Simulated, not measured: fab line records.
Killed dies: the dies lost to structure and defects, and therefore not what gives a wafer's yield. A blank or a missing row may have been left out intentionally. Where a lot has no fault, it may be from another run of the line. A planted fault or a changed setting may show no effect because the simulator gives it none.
Which tool was responsible? ; flow nandHarc ; 19 lots with 57 wafers sampled at 6 steps, on a route of 1302 steps

## WHAT EACH GAUGE READ, for each wafer
No reading from a measuring or inspecting step in the record can be judged against a usual standard deviation.

## TOOL THAT RAN EACH LOT (tool first, then ch and the chambers of the sampled wafers, then the start)
lot;NHARC_A_CONTACT_ETCH_51;NHARC_A_CONTACT_ETCH_120;NHARC_A_CONTACT_ETCH_90;NHARC_A_CONTACT_DEP_58;NHARC_A_CONTACT_ETCH_75;NHARC_A_CONTACT_ETCH_125
L075;rieDiel-12 ch 2,3, day 21 18:49 or earlier;harCapEtch-02 ch 0,1, day 21 18:49;rieDiel-05 ch 0,2,3, day 21 20:22;pecvd-01 ch 0,2, day 22 01:06;rieDiel-05 ch 0,1, day 22 02:04;harCapEtch-03 ch 0,1, day 22 05:04
L077;rieDiel-06 ch 0,1, day 22 04:50 or earlier;harCapEtch-02 ch 0,1, day 22 04:50;rieDiel-05 ch 0,2,3, day 22 06:40;pecvd-01 ch 1,2, day 22 12:31;rieDiel-05 ch 0,1,2, day 22 13:30;harCapEtch-01 ch 0,1, day 22 15:11
L078;rieDiel-12 ch 0,2,3, day 23 00:49 or earlier;harCapEtch-03 ch 0,1, day 23 00:49;rieDiel-12 ch 1,2, day 23 02:19;pecvd-04 ch 0,2, day 23 06:46;rieDiel-05 ch 0,1,2, day 23 07:36;harCapEtch-02 ch 0,1, day 23 09:18
L079;rieDiel-06 ch 0,3, day 23 13:58 or earlier;harCapEtch-03 ch 0,1, day 23 13:58;rieDiel-06 ch 1,2,3, day 23 15:28;pecvd-01 ch 0,1, day 23 19:59;rieDiel-05 ch 0,3, day 23 20:55;harCapEtch-02 ch 0,1, day 23 22:35
L081;rieDiel-12 ch 0,1,2, day 24 14:48 or earlier;harCapEtch-01 ch 0,1, day 24 14:48;rieDiel-05 ch 1,2,3, day 24 16:16;pecvd-01 ch 0,2, day 24 22:11;rieDiel-05 ch 0,1,2, day 24 23:11;harCapEtch-01 ch 0,1, day 25 00:55
L082;rieDiel-06 ch 0,2,3, day 24 15:40 or earlier;harCapEtch-02 ch 0,1, day 24 15:40;rieDiel-06 ch 0,1,2, day 24 17:10;pecvd-02 ch 0,1,2, day 25 00:55;rieDiel-05 ch 0,1,2, day 25 01:55;harCapEtch-02 ch 1, day 25 03:35
L080;rieDiel-06 ch 2,3, day 24 21:33 or earlier;harCapEtch-03 ch 0,1, day 24 21:33;rieDiel-05 ch 1,2,3, day 24 23:02;pecvd-04 ch 0,1, day 25 04:05;rieDiel-05 ch 0,1,2, day 25 05:10;harCapEtch-03 ch 0,1, day 25 06:50
L085;rieDiel-12 ch 1,2,3, day 25 20:04 or earlier;harCapEtch-02 ch 0,1, day 25 20:04;rieDiel-12 ch 0,2,3, day 25 21:34;pecvd-02 ch 0,1,2, day 26 03:26;rieDiel-12 ch 1,2,3, day 26 04:26;harCapEtch-01 ch 0,1, day 26 06:05
L084;rieDiel-06 ch 1,2, day 26 13:46 or earlier;harCapEtch-02 ch 0, day 26 13:46;rieDiel-05 ch 0,2, day 26 15:17;pecvd-04 ch 0,1,2, day 26 19:58;rieDiel-05 ch 2,3, day 26 20:52;harCapEtch-01 ch 0,1, day 26 22:34
L087;rieDiel-05 ch 0,1,2, day 27 14:07 or earlier;harCapEtch-01 ch 0,1, day 27 14:07;rieDiel-05 ch 0,1,2, day 27 15:36;pecvd-04 ch 0,1,2, day 27 22:01;rieDiel-05 ch 1,3, day 27 22:54;harCapEtch-02 ch 0,1, day 28 00:32
L089;rieDiel-05 ch 0,3, day 27 17:05 or earlier;harCapEtch-03 ch 0,1, day 27 17:05;rieDiel-06 ch 1,2, day 27 18:34;pecvd-01 ch 1,2, day 27 22:56;rieDiel-06 ch 1,2,3, day 27 23:56;harCapEtch-01 ch 0,1, day 28 01:46
L090;rieDiel-12 ch 2,3, day 27 17:32 or earlier;harCapEtch-02 ch 0,1, day 27 17:32;rieDiel-05 ch 1,2,3, day 27 19:02;pecvd-02 ch 1,2, day 28 01:13;rieDiel-06 ch 0,1,2, day 28 02:18;harCapEtch-03 ch 0,1, day 28 03:58
L088;rieDiel-05 ch 1,2, day 27 23:53 or earlier;harCapEtch-03 ch 0,1, day 27 23:53;rieDiel-05 ch 0,1, day 28 01:16;pecvd-01 ch 0,1,2, day 28 06:56;rieDiel-06 ch 1,2, day 28 07:52;harCapEtch-01 ch 0,1, day 28 09:37
L091;rieDiel-05 ch 0,1,2, day 28 19:02 or earlier;harCapEtch-01 ch 0,1, day 28 19:02;rieDiel-12 ch 0,2,3, day 28 20:29;pecvd-02 ch 0,2, day 29 01:03;rieDiel-05 ch 0,3, day 29 01:54;harCapEtch-02 ch 0,1, day 29 03:53
L093;rieDiel-06 ch 0,1,2, day 29 09:41 or earlier;harCapEtch-03 ch 0,1, day 29 09:41;rieDiel-12 ch 0,1,2, day 29 11:11;pecvd-02 ch 0,1,2, day 29 15:43;rieDiel-12 ch 1,2,3, day 29 16:42;harCapEtch-01 ch 0,1, day 29 18:22
L094;rieDiel-05 ch 0,1,3, day 29 10:04 or earlier;harCapEtch-01 ch 0,1, day 29 10:04;rieDiel-06 ch 1,2,3, day 29 11:34;pecvd-02 ch 0,2, day 29 18:55;rieDiel-05 ch 0,1,2, day 29 19:55;harCapEtch-02 ch 0,1, day 29 21:34
L095;rieDiel-05 ch 0,2,3, day 30 00:30 or earlier;harCapEtch-03 ch 0,1, day 30 00:30;rieDiel-05 ch 0,3, day 30 01:59;pecvd-02 ch 0,1,2, day 30 06:23;rieDiel-05 ch 1,3, day 30 07:36;harCapEtch-02 ch 0,1, day 30 09:22
L097;rieDiel-05 ch 0,1,3, day 30 13:55 or earlier;harCapEtch-03 ch 0,1, day 30 13:55;rieDiel-05 ch 1,2,3, day 30 15:23;pecvd-02 ch 1,2, day 30 19:58;rieDiel-12 ch 1,2,3, day 30 20:56;harCapEtch-03 ch 0,1, day 30 22:40
L096;rieDiel-06 ch 0,3, day 30 14:10 or earlier;harCapEtch-01 ch 0,1, day 30 14:10;rieDiel-05 ch 0,1,3, day 30 15:40;pecvd-04 ch 0,1, day 30 20:29;rieDiel-05 ch 0,1, day 30 21:21;harCapEtch-01 ch 0,1, day 30 23:02
- NHARC_A_CONTACT_ETCH_51: etches the open film in O2/COS, target depth 7000 nm, time 1820 s.
- NHARC_A_CONTACT_ETCH_120: etches the open film in C4F8/O2/Ar, time 190 s, target depth 1850 nm.
- NHARC_A_CONTACT_ETCH_90: etches the open film in CH3F/O2, target depth 40 nm, time 85.7 s.
- NHARC_A_CONTACT_DEP_58: deposits SiON, target thk 90 nm.
- NHARC_A_CONTACT_ETCH_75: etches the open film in CF4, target depth 39 nm, time 65 s.
- NHARC_A_CONTACT_ETCH_125: etches the open film in C4F8/O2/Ar, time 197 s, target depth 1918 nm.

## AS READ BY THE TOOLS THEMSELVES (means over the sampled wafers that have a number; for cases with no such wafer, the mark the record gives instead)
NHARC_A_CONTACT_ETCH_51. Usual: chamberPressureMTorr 20.001 mTorr, standard deviation 0.017; drypumpMotorCurrentA 5.8 A, standard deviation 0.41; mfcArSccm 0.010 sccm, standard deviation 0.012; oesProductAu 1.001 a.u., standard deviation 0.01; rfFwdPowerW 499.7 W, standard deviation 1.6; rfVppV 315.3 V, standard deviation 2.1; showerheadPlenumPTorr 3.19 Torr, standard deviation 0.14; throttleValvePct 28.329 %, standard deviation 0.0091.
lot;tool;chamberPressureMTorr (mTorr);drypumpMotorCurrentA (A);mfcArSccm (sccm);oesProductAu (a.u.);rfFwdPowerW (W);rfVppV (V);showerheadPlenumPTorr (Torr);throttleValvePct (%);flag
L075;rieDiel-12;19.992;6.1;0.000;1.016;500.5;314.5;3.11;28.328;
L077;rieDiel-06;20.004;5.7;0.000;0.995;501.6;313.6;3.06;28.329;
L078;rieDiel-12;20.000;6.0;0.002;1.008;500.5;315.3;3.22;28.332;
L079;rieDiel-06;20.005;5.7;0.005;1.007;500.8;311.4;2.99;28.332;
L081;rieDiel-12;20.013;6.0;0.003;0.995;498.8;315.3;3.16;28.320;
L082;rieDiel-06;20.008;5.5;0.005;1.003;498.7;313.2;3.09;28.329;
L080;rieDiel-06;19.990;5.3;0.005;0.998;501.0;315.2;3.20;28.328;
L085;rieDiel-12;19.994;5.9;0.001;1.003;499.4;315.4;3.17;28.331;
L084;rieDiel-06;19.999;5.2;0.000;0.990;499.8;315.5;3.22;28.323;
L087;rieDiel-05;19.975;5.9;0.025;1.005;498.0;316.6;3.31;28.333;
L089;rieDiel-05;20.006;5.6;0.035;1.003;498.9;316.2;3.25;28.331;
L090;rieDiel-12;20.003;6.1;0.000;1.013;500.2;313.5;3.09;28.331;
L088;rieDiel-05;20.000;6.0;0.017;0.997;499.9;317.7;3.33;28.330;
L091;rieDiel-05;20.000;5.9;0.025;0.995;499.0;317.0;3.30;28.324;
L093;rieDiel-06;20.007;5.4;0.000;1.004;498.8;315.1;3.10;28.332;
L094;rieDiel-05;19.992;6.0;0.025;0.999;499.0;316.6;3.24;28.335;
L095;rieDiel-05;19.997;5.7;0.027;1.000;499.4;317.0;3.27;28.327;
L097;rieDiel-05;20.002;6.0;0.025;0.995;500.2;315.6;3.24;28.333;
L096;rieDiel-06;20.008;5.8;0.010;1.006;498.3;311.7;2.97;28.327;

NHARC_A_CONTACT_ETCH_120. Usual: chamberPressureMTorr 19.999 mTorr, standard deviation 0.016; oesAirLineAu 1.001 a.u., standard deviation 0.021.
lot;tool;chamberPressureMTorr (mTorr);oesAirLineAu (a.u.);flag
L075;harCapEtch-02;19.997;0.983;
L077;harCapEtch-02;19.997;0.995;
L078;harCapEtch-03;19.995;0.980;
L079;harCapEtch-03;20.010;0.995;
L081;harCapEtch-01;19.989;0.993;
L082;harCapEtch-02;20.012;0.990;
L080;harCapEtch-03;20.014;0.999;
L085;harCapEtch-02;19.990;1.003;
L084;harCapEtch-02;19.987;1.004;
L087;harCapEtch-01;19.984;1.024;
L089;harCapEtch-03;19.998;0.981;
L090;harCapEtch-02;19.999;0.998;
L088;harCapEtch-03;20.014;1.015;
L091;harCapEtch-01;19.988;1.021;
L093;harCapEtch-03;19.993;1.001;
L094;harCapEtch-01;19.970;1.015;
L095;harCapEtch-03;19.994;0.996;
L097;harCapEtch-03;19.991;1.007;
L096;harCapEtch-01;20.001;0.994;

NHARC_A_CONTACT_ETCH_90. Usual: chamberPressureMTorr 24.996 mTorr, standard deviation 0.023; drypumpMotorCurrentA 5.8 A, standard deviation 0.37; mfcArSccm 200.1 sccm, standard deviation 0.61; oesProductAu 0.96 a.u., standard deviation 0.036; rfFwdPowerW 495.9 W, standard deviation 1.9; rfVppV 245.5 V, standard deviation 1.5; showerheadPlenumPTorr 2.54 Torr, standard deviation 0.096; throttleValvePct 20.662 %, standard deviation 0.0091.
lot;tool;chamberPressureMTorr (mTorr);drypumpMotorCurrentA (A);mfcArSccm (sccm);oesProductAu (a.u.);rfFwdPowerW (W);rfVppV (V);showerheadPlenumPTorr (Torr);throttleValvePct (%);flag
L075;rieDiel-05;24.990;5.7;200.1;1.00;495.7;245.7;2.59;20.669;
L077;rieDiel-05;24.998;5.7;199.6;1.00;495.9;246.0;2.59;20.659;
L078;rieDiel-12;24.977;6.1;200.3;0.93;496.6;243.3;2.40;20.668;
L079;rieDiel-06;25.003;5.5;200.2;0.92;495.8;244.9;2.47;20.667;
L081;rieDiel-05;25.024;6.0;200.7;0.99;496.6;245.8;2.58;20.670;
L082;rieDiel-06;24.993;5.4;199.5;0.93;494.6;244.1;2.46;20.665;
L080;rieDiel-05;25.009;6.1;200.3;0.99;496.7;245.6;2.58;20.664;
L085;rieDiel-12;25.011;6.0;200.4;0.92;497.3;244.8;2.53;20.655;
L084;rieDiel-05;24.990;5.5;200.4;1.00;495.2;246.8;2.62;20.659;
L087;rieDiel-05;24.998;5.9;200.3;0.92;494.9;246.5;2.61;20.675;
L089;rieDiel-06;24.982;5.5;200.0;0.93;495.9;245.2;2.48;20.671;
L090;rieDiel-05;25.025;6.1;200.6;0.95;496.1;246.7;2.57;20.659;
L088;rieDiel-05;25.001;5.8;200.2;0.93;494.0;246.2;2.59;20.669;
L091;rieDiel-12;24.974;6.0;199.8;1.01;495.4;245.1;2.52;20.663;
L093;rieDiel-12;24.982;6.0;200.2;0.96;495.2;244.9;2.48;20.659;
L094;rieDiel-06;25.017;5.5;200.3;1.00;495.7;243.8;2.45;20.660;
L095;rieDiel-05;24.994;5.6;199.5;0.92;494.1;245.6;2.56;20.664;
L097;rieDiel-05;24.992;6.1;199.6;0.93;496.3;245.8;2.57;20.659;
L096;rieDiel-05;24.990;6.0;199.8;1.00;494.6;245.8;2.55;20.668;

NHARC_A_CONTACT_DEP_58. Usual: heaterPowerW 777 W, standard deviation 140; rfFwdPowerW 348.7 W, standard deviation 1.1.
lot;tool;heaterPowerW (W);rfFwdPowerW (W);flag
L075;pecvd-01;886;349.0;
L077;pecvd-01;816;349.4;
L078;pecvd-04;749;349.4;
L079;pecvd-01;838;348.4;
L081;pecvd-01;1000;348.7;
L082;pecvd-02;742;347.4;
L080;pecvd-04;730;347.8;
L085;pecvd-02;743;348.8;
L084;pecvd-04;728;348.7;
L087;pecvd-04;741;349.0;
L089;pecvd-01;801;348.6;
L090;pecvd-02;841;349.5;
L088;pecvd-01;880;350.0;
L091;pecvd-02;586;348.5;
L093;pecvd-02;687;349.3;
L094;pecvd-02;647;348.1;
L095;pecvd-02;756;348.6;
L097;pecvd-02;715;346.8;
L096;pecvd-04;662;348.4;

NHARC_A_CONTACT_ETCH_75. Usual: chamberPressureMTorr 50.00 mTorr, standard deviation 0.043; drypumpMotorCurrentA 5.8 A, standard deviation 0.39; mfcArSccm 0.017 sccm, standard deviation 0.014; oesProductAu 1.001 a.u., standard deviation 0.0095; rfFwdPowerW 296.8 W, standard deviation 1.4; rfVppV 152.0 V, standard deviation 1.1; showerheadPlenumPTorr 1.83 Torr, standard deviation 0.069; throttleValvePct 13.284 %, standard deviation 0.0085.
lot;tool;chamberPressureMTorr (mTorr);drypumpMotorCurrentA (A);mfcArSccm (sccm);oesProductAu (a.u.);rfFwdPowerW (W);rfVppV (V);showerheadPlenumPTorr (Torr);throttleValvePct (%);flag
L075;rieDiel-05;49.94;5.9;0.033;0.999;295.8;151.6;1.87;13.276;
L077;rieDiel-05;49.98;5.9;0.025;0.998;296.6;152.4;1.88;13.289;
L078;rieDiel-05;50.02;5.9;0.025;0.993;297.3;153.5;1.88;13.292;
L079;rieDiel-05;49.96;5.7;0.027;1.002;297.6;152.1;1.82;13.270;
L081;rieDiel-05;49.99;5.9;0.025;0.992;296.6;153.3;1.88;13.287;
L082;rieDiel-05;50.01;5.9;0.025;0.997;296.8;152.0;1.88;13.290;
L080;rieDiel-05;50.03;5.9;0.025;0.998;297.1;152.4;1.88;13.282;
L085;rieDiel-12;50.00;5.9;0.001;1.002;296.7;151.7;1.79;13.292;
L084;rieDiel-05;49.99;5.8;0.020;1.006;297.5;153.1;1.83;13.290;
L087;rieDiel-05;50.01;6.4;0.016;0.997;297.1;151.7;1.83;13.286;
L089;rieDiel-06;49.99;5.5;0.005;0.998;296.2;150.5;1.76;13.282;
L090;rieDiel-06;49.97;5.4;0.000;1.012;296.6;150.7;1.76;13.277;
L088;rieDiel-06;49.98;5.5;0.000;0.993;297.4;151.5;1.78;13.275;
L091;rieDiel-05;50.01;5.6;0.035;1.006;297.0;151.7;1.84;13.284;
L093;rieDiel-12;49.99;5.9;0.001;1.005;296.1;150.6;1.79;13.278;
L094;rieDiel-05;49.99;5.9;0.025;1.010;295.6;150.7;1.87;13.285;
L095;rieDiel-05;49.99;6.4;0.016;1.001;296.5;152.2;1.83;13.290;
L097;rieDiel-12;50.00;5.9;0.001;1.007;295.9;152.4;1.78;13.283;
L096;rieDiel-05;50.00;5.8;0.033;1.005;295.6;152.6;1.86;13.281;

NHARC_A_CONTACT_ETCH_125. Usual: chamberPressureMTorr 20.001 mTorr, standard deviation 0.018; oesAirLineAu 0.998 a.u., standard deviation 0.02.
lot;tool;chamberPressureMTorr (mTorr);oesAirLineAu (a.u.);flag
L075;harCapEtch-03;20.001;0.989;
L077;harCapEtch-01;20.022;1.007;
L078;harCapEtch-02;20.000;1.000;
L079;harCapEtch-02;20.001;1.001;
L081;harCapEtch-01;19.991;1.032;
L082;harCapEtch-02;20.015;1.001;
L080;harCapEtch-03;19.996;1.002;
L085;harCapEtch-01;20.007;1.008;
L084;harCapEtch-01;20.005;0.994;
L087;harCapEtch-02;19.978;0.986;
L089;harCapEtch-01;20.015;0.987;
L090;harCapEtch-03;20.000;0.998;
L088;harCapEtch-01;19.985;1.003;
L091;harCapEtch-02;19.983;0.992;
L093;harCapEtch-01;19.992;0.995;
L094;harCapEtch-02;20.016;0.976;
L095;harCapEtch-02;19.998;0.992;
L097;harCapEtch-03;20.002;1.020;
L096;harCapEtch-01;19.987;1.000;

## THE ANSWER, worked out from the rows above alone
Rule: a lot is off if the mean of its wafers that have a number lies more than 3 standard deviations from the usual mean. Also off: a lot with no number at a reading for which 4 or more lots have one. All remaining lots with rows at the step are treated as sound. After the gauges, taken in route order, come the tools' own readings; for these a lot's mean is taken, as printed above. At the first step where some lot is off, the reading lying furthest off is the one used; lots without a number count as furthest.
No lot is off at any reading shown: from this, nothing can be told.

## WHAT HAD BEEN PUT IN BY THE SIMULATOR
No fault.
